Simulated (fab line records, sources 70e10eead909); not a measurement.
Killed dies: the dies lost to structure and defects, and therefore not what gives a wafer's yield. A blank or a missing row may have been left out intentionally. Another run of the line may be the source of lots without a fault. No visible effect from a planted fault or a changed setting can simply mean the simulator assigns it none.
What tool caused it? / flow nandHarc / Sampling: 12 lots, 36 wafers, 3 of 1159 route steps

WHAT THE GAUGES READ, wafer by wafer
NHARC_P_ZERO_WELL_CD_MEAS_24 targets a cd of 720 nm. Usual: cdNm 719.9 nm, standard deviation 2.7.
lot=L988; measured=day 1 14:35; on=cdSem-02; cdNm (nm)=723.2 721.7 720.4; flag=
lot=L990; measured=day 2 02:28; on=cdSem-03; cdNm (nm)=719.1 716.0 714.6; flag=
lot=L993; measured=day 2 20:32; on=cdSem-02; cdNm (nm)=715.5 711.6 718.2; flag=
lot=L998; measured=day 4 02:35; on=cdSem-03; cdNm (nm)=706.7 704.2 702.0; flag=OFF
lot=L999; measured=day 4 08:33; on=cdSem-02; cdNm (nm)=718.9 722.8 722.6; flag=
lot=L104; measured=day 5 14:42; on=cdSem-01; cdNm (nm)=714.9 712.0 721.3; flag=
lot=L106; measured=day 6 02:28; on=cdSem-03; cdNm (nm)=722.2 721.3 716.0; flag=
lot=L107; measured=day 6 08:20; on=cdSem-02; cdNm (nm)=719.8 721.1 723.7; flag=
lot=L108; measured=day 6 14:35; on=cdSem-01; cdNm (nm)=717.4 719.5 714.5; flag=
lot=L109; measured=day 6 20:28; on=cdSem-01; cdNm (nm)=719.9 719.3 718.6; flag=
lot=L110; measured=day 7 02:44; on=cdSem-02; cdNm (nm)=722.4 718.6 718.8; flag=
lot=L111; measured=day 7 08:39; on=cdSem-02; cdNm (nm)=716.7 714.1 715.0; flag=

TOOL THAT RAN EACH LOT (tool first, then ch and the chambers of the sampled wafers, then the start)
lot=L988; NHARC_P_ZERO_WELL_ETCH_63=rieSi-02 ch 1,3, day 1 13:39; NHARC_P_ZERO_WELL_EXPOSE_21=krfScanner-03 ch 0, day 1 14:25
lot=L990; NHARC_P_ZERO_WELL_ETCH_63=rieSi-06 ch 0,1,3, day 2 01:32; NHARC_P_ZERO_WELL_EXPOSE_21=krfScanner-02 ch 0, day 2 02:19
lot=L993; NHARC_P_ZERO_WELL_ETCH_63=rieSi-03 ch 0,1,2, day 2 19:39; NHARC_P_ZERO_WELL_EXPOSE_21=krfScanner-04 ch 0, day 2 20:22
lot=L998; NHARC_P_ZERO_WELL_ETCH_63=rieSi-03 ch 0,3, day 4 01:40; NHARC_P_ZERO_WELL_EXPOSE_21=krfScanner-03 ch 0, day 4 02:26
lot=L999; NHARC_P_ZERO_WELL_ETCH_63=rieSi-03 ch 1,2, day 4 07:44; NHARC_P_ZERO_WELL_EXPOSE_21=krfScanner-03 ch 0, day 4 08:23
lot=L104; NHARC_P_ZERO_WELL_ETCH_63=rieSi-06 ch 0,1,2, day 5 13:48; NHARC_P_ZERO_WELL_EXPOSE_21=krfScanner-03 ch 0, day 5 14:33
lot=L106; NHARC_P_ZERO_WELL_ETCH_63=rieSi-06 ch 0,3, day 6 01:32; NHARC_P_ZERO_WELL_EXPOSE_21=krfScanner-02 ch 0, day 6 02:19
lot=L107; NHARC_P_ZERO_WELL_ETCH_63=rieSi-02 ch 1,2,3, day 6 07:32; NHARC_P_ZERO_WELL_EXPOSE_21=krfScanner-02 ch 0, day 6 08:10
lot=L108; NHARC_P_ZERO_WELL_ETCH_63=rieSi-03 ch 1,2,3, day 6 13:39; NHARC_P_ZERO_WELL_EXPOSE_21=krfScanner-03 ch 0, day 6 14:25
lot=L109; NHARC_P_ZERO_WELL_ETCH_63=rieSi-06 ch 0,3, day 6 19:31; NHARC_P_ZERO_WELL_EXPOSE_21=krfScanner-02 ch 0, day 6 20:19
lot=L110; NHARC_P_ZERO_WELL_ETCH_63=rieSi-06 ch 0,1, day 7 01:46; NHARC_P_ZERO_WELL_EXPOSE_21=krfScanner-03 ch 0, day 7 02:35
lot=L111; NHARC_P_ZERO_WELL_ETCH_63=rieSi-06 ch 0,1,2, day 7 07:43; NHARC_P_ZERO_WELL_EXPOSE_21=krfScanner-04 ch 0, day 7 08:30
- NHARC_P_ZERO_WELL_ETCH_63: etches the open film in HBr/Cl2, target depth 120 nm, time 40.1 s.
- NHARC_P_ZERO_WELL_EXPOSE_21: exposes mask P NWELL, target cd 720 nm.

AS READ BY THE TOOLS THEMSELVES (means over the sampled wafers that have a number; for cases with no such wafer, the mark the record gives instead)
NHARC_P_ZERO_WELL_ETCH_63. Usual: drypumpMotorCurrentA 5.8 A, standard deviation 0.48; oesProductAu 0.995 a.u., standard deviation 0.012; throttleValvePct 26.406 %, standard deviation 0.0089.
lot=L988; tool=rieSi-02; drypumpMotorCurrentA (A)=5.1; oesProductAu (a.u.)=1.009; throttleValvePct (%)=26.403; flag=
lot=L990; tool=rieSi-06; drypumpMotorCurrentA (A)=5.8; oesProductAu (a.u.)=0.975; throttleValvePct (%)=26.408; flag=
lot=L993; tool=rieSi-03; drypumpMotorCurrentA (A)=6.0; oesProductAu (a.u.)=0.997; throttleValvePct (%)=26.410; flag=
lot=L998; tool=rieSi-03; drypumpMotorCurrentA (A)=6.2; oesProductAu (a.u.)=1.003; throttleValvePct (%)=26.405; flag=
lot=L999; tool=rieSi-03; drypumpMotorCurrentA (A)=5.9; oesProductAu (a.u.)=0.995; throttleValvePct (%)=26.406; flag=
lot=L104; tool=rieSi-06; drypumpMotorCurrentA (A)=5.8; oesProductAu (a.u.)=0.987; throttleValvePct (%)=26.401; flag=
lot=L106; tool=rieSi-06; drypumpMotorCurrentA (A)=6.0; oesProductAu (a.u.)=1.002; throttleValvePct (%)=26.404; flag=
lot=L107; tool=rieSi-02; drypumpMotorCurrentA (A)=5.1; oesProductAu (a.u.)=1.000; throttleValvePct (%)=26.401; flag=
lot=L108; tool=rieSi-03; drypumpMotorCurrentA (A)=6.0; oesProductAu (a.u.)=0.998; throttleValvePct (%)=26.406; flag=
lot=L109; tool=rieSi-06; drypumpMotorCurrentA (A)=6.0; oesProductAu (a.u.)=0.984; throttleValvePct (%)=26.405; flag=
lot=L110; tool=rieSi-06; drypumpMotorCurrentA (A)=5.4; oesProductAu (a.u.)=0.978; throttleValvePct (%)=26.403; flag=
lot=L111; tool=rieSi-06; drypumpMotorCurrentA (A)=5.8; oesProductAu (a.u.)=0.983; throttleValvePct (%)=26.399; flag=

THE ANSWER, worked out from the rows above alone
Rule: a lot is off if the mean of its wafers that have a number lies more than 3 standard deviations from the usual mean. Also off: a lot with no number at a reading for which 4 or more lots have one. Any other lot the step has rows for is counted as sound. First the gauges in route order, then the tools' own readings, where a lot's mean is used as printed above. The first step at which some lot is off is used, and at that step the reading that is off furthest; a lot without a number counts as furthest.
Off at NHARC_P_ZERO_WELL_CD_MEAS_24 (cdNm): L998.
A tool fits if, at a process step before that reading, it ran every lot that is off, and no sound lot after the first of them. Gauges at NHARC_P_ZERO_WELL_CD_MEAS_24: tried the same way as those tools. No candidate that was tried fits.

WHAT THE SIMULATOR HAD PUT IN
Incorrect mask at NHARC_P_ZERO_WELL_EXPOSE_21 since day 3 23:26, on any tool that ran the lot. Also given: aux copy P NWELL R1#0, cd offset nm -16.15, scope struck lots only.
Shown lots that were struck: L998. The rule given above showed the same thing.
